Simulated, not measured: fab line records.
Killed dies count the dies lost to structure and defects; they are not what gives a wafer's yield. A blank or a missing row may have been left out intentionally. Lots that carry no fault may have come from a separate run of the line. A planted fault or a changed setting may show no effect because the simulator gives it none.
Matching of chambers	flow nand-harc	NHARC_A_SGD_CUT_DESCUM_14 on rie-diel-08: 4 sister chambers
The step chemistry O2, time 3 s. 8 wafers are shown with their chamber, then 7 later ones without.

== WAFERS, EACH WITH ITS CHAMBER ==
wafer	chamber	drypump-motor-current-A (A)	rf-vpp-V (V)
L076.2	0	5.1	57.4
L087.2	0	5.1	57.6
L086.1	2	6.0	56.9
L086.5	2	5.9	58.2
L089.2	1	6.5	58.3
L089.5	3	5.7	58.5
L092.1	3	5.7	58.5
L092.4	1	6.5	57.3

== WAFERS WHOSE CHAMBER IS MISSING ==
wafer	drypump-motor-current-A (A)	rf-vpp-V (V)
L092.6	5.9	59.0
L093.4	5.9	57.9
L093.5	5.0	57.0
L093.6	6.5	56.7
L096.1	5.0	58.2
L096.4	6.5	57.3
L096.6	5.0	58.3

== WHICH CHAMBER EACH ONE RAN IN ==
wafer	from the rows above	in truth
L092.6	2	2
L093.4	2	2
L093.5	0	0
L093.6	1	1
L096.1	0	0
L096.4	1	1
L096.6	0	0
Placed correctly: 7 of 7. Can't be placed from these rows: 0. Placed wrongly: 0.
How it was worked out, from the rows above alone: a wafer's distance from a chamber is the root of the sum, over the readings, of the square of ((its reading less the chamber's mean) divided by the reading's scatter). The wafer belongs to the nearest chamber; if the next one is less than 2 further off, it can't be placed. For every chamber, the mean is computed from those of its wafers that are shown. The scatter: take each reading less its chamber's mean, square it, sum over the shown wafers, divide by the number of wafers less the number of chambers, and take the root.
